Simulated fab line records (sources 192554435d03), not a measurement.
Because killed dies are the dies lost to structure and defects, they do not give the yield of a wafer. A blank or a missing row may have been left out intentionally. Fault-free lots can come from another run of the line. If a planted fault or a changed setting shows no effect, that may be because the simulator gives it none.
fab line records	flow n5Finfet
record: lots: 4	wafers: 12	lastDay: 18
route steps=1938 shown SD_EPI_N@276 SD_EPI_P@295 SD_ACTIVATION@332 MOL_CONTACT_COAG@537 BEOL_M4@1111 PASSIVATION@1936
lots untouched by any fault: they come from a run of this same line in which no faults occurred
startH: hours from the record's first day to the start of the lot's first wafer shown	waitH: time in hours since the lot's previous step	" repeats the value in the row above	L1.1+2: several wafers, shown together as one row	- either no value or no given start	* or withheld: withheld	< > ~ a bound
route shown NAME@n: NAME is a module with steps in the file, n the number in the route of the first one	usual: mean/standard deviation of fault-free wafers	same: alike in all rows	chamber/n: place in a boat	sites: per-site readings	_std_site: standard deviation of those values	_edge_site: inner sites' mean taken away from outer sites' mean	radiusMm: for every site, how far away it sits from the centre of the wafer	mask NAME#n: copy n	behind: the tool/chamber that last shaped the wafer	hold: cause of the lot's hold/its duration in hours/its outcome	device: whichever transistor did not switch (one of n, p or np)	end of line: at the end of the route, the tests of the same wafers	a step with no rows: only its recipe	killed: dies that structure and defects cost at the first sort, which is not the same as the wafer's yield	map: dies across one wafer; x = killed, . = not, _ = none there
set.NAME: the setting that was run; set.NAME@STEP: the one run at that earlier step	model.NAME: the simulator's own value behind a step, which no gauge read
lots seen at some steps along the route; tables by step, rows by wafer
services: the hour from which a tool's chamber was out of use, counted from the record's first day as startH (under 0 if before that day), plus the number of hours and why
== steps ==
step: N5_SD_EPI_N_STRIP_36
recipe: chemistry: N2/H2	tempC: 40	n2FlowSccm: 200	h2FlowSccm: 200	rfFrequencyHz: 6e+07
step: N5_SD_EPI_N_ETCHBACK_44
recipe: chemistry: CH3F/O2	mode: anisotropicEtchback	target: SiNx	targetDepthA: 145	stopOn: SiO2	overEtchFrac: 0.3	ionEnergyEv: 120	pressureMtorr: 30	sourceW: 395	biasW: 73	Ar_flow_sccm: 150	CH3F_flow_sccm: 30	O2_flow_sccm: 20
step: N5_SD_EPI_N_ETCH_45
recipe: chemistry: CH3F/O2	target: SiOCN	targetDepthA: 60	maskMaterial: SOC	ionEnergyEv: 60	biasW: 29	pressureMtorr: 15	sourceW: 410	Ar_flow_sccm: 150	CH3F_flow_sccm: 30	O2_flow_sccm: 20
step: N5_SD_EPI_N_ETCH_16
recipe: chemistry: CHF3/O2	target: SiO2	targetDepthA: 50	maskMaterial: SOC	pressureMtorr: 30	sourceW: 650	biasW: 170	Ar_flow_sccm: 200	CHF3_flow_sccm: 50	O2_flow_sccm: 5	ionEnergyEv: 200
step: N5_SD_EPI_N_STRIP_47
recipe: chemistry: CHF3/O2	resist: SiARC	rfFrequencyHz: 6e+07
step: N5_SD_EPI_N_SD_RECESS_17
recipe: chemistry: HBr/Cl2/O2	targetDepthA: 410	maskMaterial: SOC	timeS: 23.7	btTimeS: 3	pressureMtorr: 10	icpW: 800	biasW: 112	HBr_flow_sccm: 150	Cl2_flow_sccm: 80	O2_flow_sccm: 12
step: N5_SD_EPI_N_STRIP_38
recipe: chemistry: N2/H2	powerW: 1000	tempC: 250	h2Frac: 0.65	overashFraction: 0.3	pressureMtorr: withheld	n2FlowSccm: 1750	h2FlowSccm: 3250
step: N5_SD_EPI_N_WET_ETCH_43
recipe: chemistry: dHF	dilution: withheld	timeS: 14	target: SiO2	targetDepthA: 15	tempC: 25
step: N5_SD_EPI_N_STRIP_18
recipe: chemistry: SPM	timeS: 750	tempC: 130	h2so4H2o2VolRatio: 4
step: N5_SD_EPI_N_SRD_20
recipe: dry: ipaMarangoni	doPpb: 5	timeS: 30	tempC: 23	rinseLiquid: diw
step: N5_SD_EPI_N_PRECLEAN_48
recipe: chemistry: NF3:NH3	afsCycles: 2	tempC: 30	timeS: 20	sublimationTempC: 180	sublimationTimeS: 60	pressureTorr: 3	rfPowerW: 30
step: N5_SD_EPI_N_VAPOR_ETCH_50
recipe: chemistry: HCl	target: Si	tempC: 775	timeS: 54	pressureTorr: 20	mode: isotropic
step: N5_SD_EPI_N_EPI_21
recipe: material: Si:P	dopant: P	tempC: 680	pressureTorr: 255	timeS: 690
usual: chamberPressureTorr: 254.9/0.59	susceptorTempC: 680.0/0.32	susceptor_temp_C_max: 681.6/0.75
lot.wafer	tool	chamber	startH	waitH	chamberPressureTorr	susceptorTempC	susceptor_temp_C_max	model.Si-P_of_SD_EPI_N_EPI_21.thkNm
L697.4	epiRpcvd-04	0	59.66	1.2	254.9	680.5	681.9	58.8
L697.5	"	0	"	"	254.3	680.6	682.0	57.6
L697.6	"	0	"	"	254.3	680.0	681.3	58.6
L717.1	epiRpcvd-04	0	177.67	0.1	254.4	673.9	675.0	54
L717.3	"	0	"	"	254.4	674.3	676.2	53.6
L717.5	"	0	"	"	254.0	674.1	675.5	54
L718.2	epiRpcvd-04	0	184.68	0.4	255.1	674.4	675.9	54
L718.3	"	0	"	"	254.0	674.5	675.7	54.4
L718.4	"	0	"	"	255.3	674.5	675.8	54.6
L719.2	epiRpcvd-03	0	187.53	0.4	254.4	680.3	681.3	59.4
L719.4	"	0	"	"	254.4	680.7	681.5	59.2
L719.6	"	0	"	"	254.8	680.3	681.9	58.6
step: N5_SD_EPI_N_EPI_MEAS_23
recipe: mode: xrd
usual: thkNm: 59.5/1.2
lot.wafer	tool	chamber	startH	waitH	thkNm
L697.4	filmMetro-02	-	60.82	0.8	60.3
L697.5	"	-	"	"	58.8
L697.6	"	-	"	"	58.4
L717.1	filmMetro-01	-	179.39	1.4	53.7
L717.3	"	-	"	"	54.2
L717.5	"	-	"	"	54.2
L718.2	filmMetro-01	-	186.11	1.2	53.8
L718.3	"	-	"	"	54.1
L718.4	"	-	"	"	53.7
L719.2	filmMetro-02	-	188.97	1.2	58.8
L719.4	"	-	"	"	59.6
L719.6	"	-	"	"	60.1
step: N5_SD_EPI_N_PRECLEAN_24
recipe: chemistry: O3/DIW	timeS: 60	tempC: 22	o3Ppm: 10
step: N5_SD_EPI_N_SRD_25
recipe: timeS: 30	tempC: 23	rinseLiquid: diw	dry: ipaMarangoni
step: N5_SD_EPI_N_PRECLEAN_49
recipe: chemistry: NF3:NH3	afsCycles: 1	tempC: 30	timeS: 20	sublimationTempC: 180	sublimationTimeS: 60	pressureTorr: 3	rfPowerW: 30
step: N5_SD_EPI_N_LINER_46
recipe: material: SiNx	targetThkA: 30	tempC: 400	aldPrecursorFamily: SiH2I2	aldCoReactant: N2/H2-plasma	pressureTorr: 2
step: N5_SD_EPI_P_COAT_34
recipe: resist: SOC	tempC: 250	timeS: 60	spinRpm: 1500	resistThkNm: 350
step: N5_SD_EPI_P_COAT_35
recipe: resist: SiARC	tempC: 220	timeS: 60	spinRpm: 1500	resistThkNm: 35
step: N5_SD_EPI_P_COAT_03
recipe: resist: CAR-ArF-block	spinRpm: 1500	resistThkNm: 150
step: N5_SD_EPI_P_EBR_05
recipe: solvent: PGMEA	ebrWidthMm: 1.5
step: N5_SD_EPI_P_SOFTBAKE_04
recipe: tempC: 110	timeS: 60	resist: CAR-ArF-block
step: N5_SD_EPI_P_EXPOSE_06
recipe: maskId: SD_P_BLK	na: 1.35	sourceShape: conventional	sigmaOuter: 0.8	polarization: unpolarized	targetCdNm: 240	doseMj: 39.5
step: N5_SD_EPI_P_PEB_07
recipe: pebTempC: 110	pebTimeS: 60	resist: CAR-ArF-block
step: N5_SD_EPI_P_DEVELOP_08
recipe: developTimeS: 30	developer: TMAH	resist: CAR-ArF-block	devTempC: 23	rinseLiquid: diw	dry: airSpin
step: N5_SD_EPI_P_DESCUM_14
recipe: chemistry: O2	timeS: 7.9	sourcePowerW: 50	biasPowerW: 20	pressureMtorr: 20	rfFrequencyHz: 2.712e+07	tempC: 40	resist: CAR-ArF-block	o2FlowSccm: 225
step: N5_SD_EPI_P_ETCH_36
recipe: chemistry: CF4	target: SiARC	targetDepthA: 455	maskMaterial: CAR-ArF-block	timeS: 75.8	ionEnergyEv: 80	pressureMtorr: 40	sourceW: 545	biasW: 36	Ar_flow_sccm: 100	cf4FlowSccm: 100	ends: cleared
step: N5_SD_EPI_P_ETCH_37
recipe: chemistry: N2/H2	target: SOC	overetchA: 1080	maskMaterial: SiARC	tempC: 40	ionEnergyEv: 100	sourceW: 3000	biasW: 133	pressureMtorr: 20	timeS: 486	n2FlowSccm: 200	h2FlowSccm: 200	ends: endPoint
step: N5_SD_EPI_P_STRIP_38
recipe: chemistry: N2/H2	tempC: 40	n2FlowSccm: 200	h2FlowSccm: 200	rfFrequencyHz: 6e+07
step: N5_SD_EPI_P_ETCHBACK_46
recipe: chemistry: CH3F/O2	mode: anisotropicEtchback	target: SiNx	targetDepthA: 175	stopOn: SiO2	overEtchFrac: 0.3	ionEnergyEv: 120	pressureMtorr: 30	sourceW: 395	biasW: 73	Ar_flow_sccm: 150	CH3F_flow_sccm: 30	O2_flow_sccm: 20
step: N5_SD_EPI_P_ETCH_47
recipe: chemistry: CH3F/O2	target: SiOCN	targetDepthA: 250	maskMaterial: SOC	ionEnergyEv: 60	biasW: 29	pressureMtorr: 30	sourceW: 410	Ar_flow_sccm: 150	CH3F_flow_sccm: 30	O2_flow_sccm: 20
step: N5_SD_EPI_P_ETCH_16
recipe: chemistry: CHF3/O2	target: SiO2	targetDepthA: 50	maskMaterial: SOC	pressureMtorr: 30	sourceW: 650	biasW: 170	Ar_flow_sccm: 200	CHF3_flow_sccm: 50	O2_flow_sccm: 5	ionEnergyEv: 200
step: N5_SD_EPI_P_STRIP_50
recipe: chemistry: CHF3/O2	resist: SiARC	rfFrequencyHz: 6e+07
step: N5_SD_EPI_P_SD_RECESS_17
recipe: chemistry: HBr/Cl2/O2	targetDepthA: 391	btTimeS: 3	pressureMtorr: 10	icpW: 800	biasW: 112	HBr_flow_sccm: 150	Cl2_flow_sccm: 80	O2_flow_sccm: 12
step: N5_SD_EPI_P_WET_ETCH_45
recipe: chemistry: dHF	dilution: withheld	timeS: 10.7	target: SiO2	targetDepthA: 20	tempC: 25	dry: ipaMarangoni	rinseTimeS: 30	rinseTempC: 23
step: N5_SD_EPI_P_STRIP_40
recipe: chemistry: N2/H2	powerW: 1000	tempC: 250	h2Frac: 0.65	overashFraction: 0.3	pressureMtorr: withheld	n2FlowSccm: 1750	h2FlowSccm: 3250
step: N5_SD_EPI_P_PRECLEAN_52
recipe: chemistry: O3/DIW	timeS: 60	tempC: 22	o3Ppm: 10
step: N5_SD_ACTIVATION_RS_MEAS_03
recipe: thkMeasGauge: four-point-probe
usual: RS_SD_N: 21.79/0.27	RS_SD_P: 55.5/0.83
lot.wafer	tool	chamber	startH	waitH	RS_SD_N[ohm/sq]	RS_SD_P[ohm/sq]
L697.4	filmMetro-01	-	66.49	0.1	22.07	55.5
L697.5	"	-	"	"	22.52	55.8
L697.6	"	-	"	"	22.14	53.9
L717.1	filmMetro-02	-	184.66	0.2	23.34	56.3
L717.3	"	-	"	"	23.77	55.6
L717.5	"	-	"	"	23.67	56.1
L718.2	filmMetro-01	-	191.32	0.2	23.67	55.3
L718.3	"	-	"	"	23.68	54.4
L718.4	"	-	"	"	23.39	55.1
L719.2	filmMetro-01	-	194.21	0.2	21.65	55.5
L719.4	"	-	"	"	21.82	56.1
L719.6	"	-	"	"	21.85	56.1
step: N5_MOL_CONTACT_COAG_ETCH_15
recipe: chemistry: CH3F/O2	target: SiNx	targetDepthA: 70	maskMaterial: SOC	stopOn: Si:P	overEtchFrac: 0.75	ionEnergyEv: 120	pressureMtorr: 30	sourceW: 395	biasW: 73	Ar_flow_sccm: 150	CH3F_flow_sccm: 30	O2_flow_sccm: 20
usual: chamberPressureMTorr: 30.00/0.033	drypumpMotorCurrentA: 5.9/0.41	oesProductAu: 0.56/0.055	rfVppV: 297/3.2	showerheadPlenumPTorr: 2.00/0.064	throttleValvePct: 16.24/0.23
lot.wafer	tool	chamber	startH	waitH	chamberPressureMTorr	drypumpMotorCurrentA	oesProductAu	rfHoursCounterH	rfVppV	showerheadPlenumPTorr	throttleValvePct	model.Si-P_of_SD_EPI_N_EPI_21.thkNm
L697.4	rieDiel-03	1	99.44	0.0	29.99	5.8	0.54	173	299	2.08	16.25	58
L697.5	"	0	"	"	30.05	6.3	0.51	-	300	1.97	16.21	56.8
L697.6	"	3	"	"	30.00	6.3	0.53	-	294	1.99	16.64	57.8
L717.1	rieDiel-01	1	214.39	0.0	30.03	5.9	0.62	46	294	1.95	16.09	53.2
L717.3	"	0	"	"	29.99	6.3	0.66	17	295	2.05	15.79	53
L717.5	"	0	"	"	30.22	6.2	0.66	-	294	2.05	15.78	53.2
L718.2	rieDiel-03	2	221.09	0.0	29.96	6.4	0.52	214	301	1.89	16.33	53.4
L718.3	"	0	"	"	29.98	6.3	0.68	10	298	1.96	15.78	53.6
L718.4	"	0	"	"	30.00	6.3	0.68	-	298	1.96	15.80	54
L719.2	rieDiel-01	0	223.67	0.0	30.01	6.2	0.66	21	293	2.04	15.80	58.6
L719.4	"	2	"	"	30.02	5.6	0.54	195	290	1.99	16.12	58.4
L719.6	"	2	"	"	29.96	5.6	0.54	-	290	1.99	16.12	57.8
step: N5_BEOL_M4_RC_MEAS_101
usual: DIBL_N: 36.4/1.2	DIBL_P: 36.1/1.6	IOFF_N: 0.156/0.024	IOFF_P: 0.21/0.031	ION_N: 674/11	ION_P: 463/6.9	RS_SD_N: 28.2/0.35	SS_N: 71.5/0.5	SS_P: 73.2/0.55	VT_N: 250.0/2.9	VT_P: -250/3.6
lot.wafer	tool	chamber	startH	waitH	DIBL_N[mV/V]	DIBL_P[mV/V]	IOFF_N[nA/um]	IOFF_P[nA/um]	ION_N[uA/um]	ION_P[uA/um]	RS_SD_N[ohm/sq]	SS_N[mV/dec]	SS_P[mV/dec]	VT_N[mV]	VT_P[mV]
L697.4	prober-01	0	168.34	0.5	34.8	33.9	0.139	0.22	675	475	28.9	71.8	72.6	248.1	-245
L697.5	"	0	"	"	36.0	34.2	0.144	0.21	680	470	29.4	72.0	72.8	250.9	-248
L697.6	"	0	"	"	36.9	36.6	0.171	0.26	688	473	28.9	71.5	73.7	247.8	-246
L717.1	prober-02	0	300.83	0.0	36.6	35.0	0.132	0.18	674	460	30.7	70.2	72.7	253.2	-253
L717.3	"	0	"	"	36.2	34.9	0.130	0.17	663	454	30.9	71.6	72.4	253.5	-257
L717.5	"	0	"	"	36.8	35.0	0.133	0.18	667	462	31.1	71.4	73.5	252.7	-254
L718.2	prober-02	0	314.79	0.2	36.8	37.3	0.168	0.22	669	464	30.8	71.9	73.5	247.9	-250
L718.3	"	0	"	"	38.4	38.8	0.196	0.24	685	466	30.4	71.8	74.1	247.1	-246
L718.4	"	0	"	"	36.2	35.8	0.140	0.19	655	459	30.4	71.8	73.5	252.6	-250
L719.2	prober-01	0	314.90	0.2	37.0	36.9	0.183	0.20	695	463	28.2	72.7	73.8	246.0	-251
L719.4	"	0	"	"	36.7	36.2	0.167	0.18	680	458	28.1	71.1	73.9	249.4	-254
L719.6	"	0	"	"	35.6	35.2	0.154	0.17	679	457	28.6	72.1	73.0	247.6	-254
step: N5_PASSIVATION_PROBE_49
usual: defectLimitedYield: 91.4/1.5	killed_at_M0_to_M3: 31/11	killed_at_M4_up: 13/5.5	killedAtContacts: 13/6.3	killedAtFrontEnd: 40/13	killedAtOther: 3.3/2.6	killedDies: 101/18	killedOpen: 67/13	killedShort: 33/7.9	sort_bin_5_function: 5.1/1	sort_bin_6_memory: 3.2/0.68	sortNPass: 1079/18	sortYieldPct: 91.4/1.5
same: grossDies: 1180	killedAtBackSide: 0	sort_bin_4_leakage[%]: 0	sort_bin_8_speed[%]: 0
lot.wafer	tool	chamber	startH	waitH	defectLimitedYield[%]	killed_at_M0_to_M3	killed_at_M4_up	killedAtContacts	killedAtFrontEnd	killedAtOther	killedDies	killedOpen	killedShort	sort_bin_5_function[%]	sort_bin_6_memory[%]	sortNPass	sortYieldPct[%]
L697.4	prober-02	-	268.12	0.2	92.4	36	13	7	31	3	90	59	31	4.7	2.8	1090	92.4
L697.5	prober-02	-	268.17	0.2	91.4	29	17	9	46	1	102	68	31	4.8	3.4	1078	91.4
L697.6	prober-02	-	268.22	0.3	89.2	32	20	17	54	4	127	78	47	6.6	3.9	1053	89.2
L718.2	prober-02	-	422.08	0.1	90.3	37	12	8	52	6	115	71	43	6.0	3.6	1065	90.3
L718.3	prober-02	-	422.13	0.1	91.7	33	13	3	47	2	98	67	30	5.7	2.6	1082	91.7
L718.4	prober-02	-	422.18	0.2	90.8	32	9	17	47	4	109	78	31	5.9	2.9	1071	90.8
L719.2	prober-02	-	422.38	0.1	89.3	35	5	4	78	4	126	86	40	6.4	3.7	1054	89.3
L719.4	prober-02	-	422.48	0.2	91.7	28	16	12	41	1	98	68	29	3.9	3.6	1082	91.7
L719.6	prober-02	-	422.58	0.3	94.2	28	7	13	18	3	69	40	29	3.1	2.5	1111	94.2
killed by level:class
L697.4 BEOL_M2:geometricParticle:open=9 FIN_SAQP:geometricParticle:open=7 BEOL_M1:geometricParticle:open=7 FIN_SAQP:geometricParticle:short=6 DUMMY_GATE:geometricParticle:open=6 BEOL_M0:geometricParticle:open=6 MOL_CONTACT_COAG:geometricParticle:open=4 BEOL_M0_SAQP:geometricParticle:short=4
L697.5 FIN_SAQP:geometricParticle:short=15 FIN_SAQP:geometricParticle:open=10 STI_FIN_REVEAL:geometricParticle:open=9 BEOL_M2:geometricParticle:open=8 MOL_CONTACT_COAG:geometricParticle:open=6 BEOL_M4:geometricParticle:open=6 DUMMY_GATE:geometricParticle:open=5 BEOL_M0_SAQP:geometricParticle:short=5
L697.6 FIN_SAQP:geometricParticle:short=15 MOL_CONTACT_COAG:geometricParticle:open=12 FIN_SAQP:geometricParticle:open=11 STI_FIN_REVEAL:geometricParticle:open=8 BEOL_M3:geometricParticle:open=8 BEOL_M0_SAQP:geometricParticle:short=6 BEOL_M2:geometricParticle:open=6 BEOL_M4:geometricParticle:open=6
L718.2 STI_FIN_REVEAL:geometricParticle:open=21 BEOL_M0_SAQP:geometricParticle:short=19 BEOL_M0_SAQP:geometricParticle:open=8 DUMMY_GATE:geometricParticle:open=7 GATE_CUT:geometricParticle:short=7 MOL_CONTACT_COAG:geometricParticle:open=6 BEOL_M4:geometricParticle:open=6 BEOL_M0:geometricParticle:open=5
L718.3 FIN_SAQP:geometricParticle:open=13 STI_FIN_REVEAL:geometricParticle:open=9 BEOL_M2:geometricParticle:open=8 BEOL_M0_SAQP:geometricParticle:short=7 BEOL_M0_SAQP:geometricParticle:open=7 DUMMY_GATE:geometricParticle:open=6 FIN_SAQP:geometricParticle:short=5 BEOL_M0:geometricParticle:open=4
L718.4 STI_FIN_REVEAL:geometricParticle:open=21 MOL_CONTACT_COAG:geometricParticle:open=13 BEOL_M2:geometricParticle:open=12 BEOL_M0_SAQP:geometricParticle:open=7 BEOL_M0_SAQP:geometricParticle:short=5 BEOL_M4:geometricParticle:open=5 STARTING-WAFER:geometricParticle:short=5 GATE_CUT:geometricParticle:short=4
L719.2 FIN_SAQP:geometricParticle:open=24 STI_FIN_REVEAL:geometricParticle:open=20 FIN_SAQP:geometricParticle:short=18 BEOL_M0_SAQP:geometricParticle:short=8 BEOL_M3:geometricParticle:open=7 BEOL_M2:geometricParticle:open=7 DUMMY_GATE:geometricParticle:open=7 BEOL_M0_SAQP:geometricParticle:open=6
L719.4 FIN_SAQP:geometricParticle:open=14 MOL_CONTACT_COAG:geometricParticle:open=9 FIN_SAQP:geometricParticle:short=8 BEOL_M4:geometricParticle:open=7 GATE_CUT:geometricParticle:short=6 BEOL_M1:geometricParticle:open=6 STI_FIN_REVEAL:geometricParticle:open=5 BEOL_M2:geometricParticle:open=5
L719.6 MOL_CONTACT_COAG:geometricParticle:open=11 BEOL_M0_SAQP:geometricParticle:short=7 STARTING-WAFER:geometricParticle:short=6 BEOL_M0_SAQP:geometricParticle:open=5 BEOL_M1:geometricParticle:open=5 BEOL_M3:geometricParticle:open=4 BEOL_M3:geometricParticle:short=4 STI_FIN_REVEAL:geometricParticle:open=3
== services ==
tool	chamber	startH	hours	kind
rieDiel-03	0	37.52	13.5	repair
rieDiel-01	3	40.38	-	clean
rieDiel-01	3	40.38	-	consumableReplace:focusRing
rieDiel-01	3	40.38	-	consumableReplace:showerhead
rieDiel-01	3	40.38	26.6	scheduledDown
rieDiel-01	3	40.38	26.6	ventCycle
rieDiel-01	2	64.49	1.4	repair
rieDiel-01	1	67.05	-	clean
rieDiel-01	1	67.05	-	consumableReplace:focusRing
rieDiel-01	1	67.05	21.3	scheduledDown
rieDiel-01	1	67.05	21.3	ventCycle
rieDiel-03	-	72.00	15.6	pm
rieDiel-01	1	121.69	7.3	repair
epiRpcvd-03	-	132.88	6.0	pm
epiRpcvd-04	-	138.19	8.1	pm
rieDiel-01	0	144.08	-	clean
rieDiel-01	0	144.08	-	consumableReplace:focusRing
rieDiel-01	0	144.08	27.9	scheduledDown
rieDiel-01	0	144.08	27.9	ventCycle
rieDiel-03	0	165.62	14.4	repair
rieDiel-01	1	172.82	7.6	repair
rieDiel-03	0	180.07	-	clean
epiRpcvd-04	-	187.47	0.3	repair
epiRpcvd-04	-	187.85	0.7	repair
== key ==
firstSign: step: N5_SD_EPI_N_EPI_21	reading: susceptorTempC	direction: down	sigmas: 18	usual: *	struck: *
effect: step: N5_SD_EPI_N_EPI_21	reading: susceptor_temp_C_max	direction: down	sigmas: 7.8	usual: *	struck: *
effect: step: N5_SD_EPI_N_EPI_MEAS_23	reading: thkNm	direction: down	sigmas: 4.7	usual: *	struck: *
effect: step: N5_SD_ACTIVATION_RS_MEAS_03	reading: RS_SD_N	direction: up	sigmas: 6.6	usual: 21.79	struck: 23.59
effect: step: N5_BEOL_M4_RC_MEAS_101	reading: RS_SD_N	direction: up	sigmas: 7.1	usual: 28.2	struck: 30.7
modelEffect: step: N5_SD_EPI_N_EPI_21	value: Si-P_of_SD_EPI_N_EPI_21.thkNm	without: 59.43	struck: 54.1
modelEffect: step: N5_MOL_CONTACT_COAG_ETCH_15	value: Si-P_of_SD_EPI_N_EPI_21.thkNm	without: 58.4	struck: 53.2
metAt N5_SD_EPI_N_EPI_21
struckWafers L717.1,L717.3,L717.5,L718.2,L718.3,L718.4
onsetBetween 59.66 177.67
fault: kind: processParameterDrift	tool: epiRpcvd-04	chamber: -	onsetH: 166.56	steps: N5_SD_EPI_N_EPI_21	channel: tempC	offset: *	shape: step	endH: 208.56	actsIn: *	stated: *
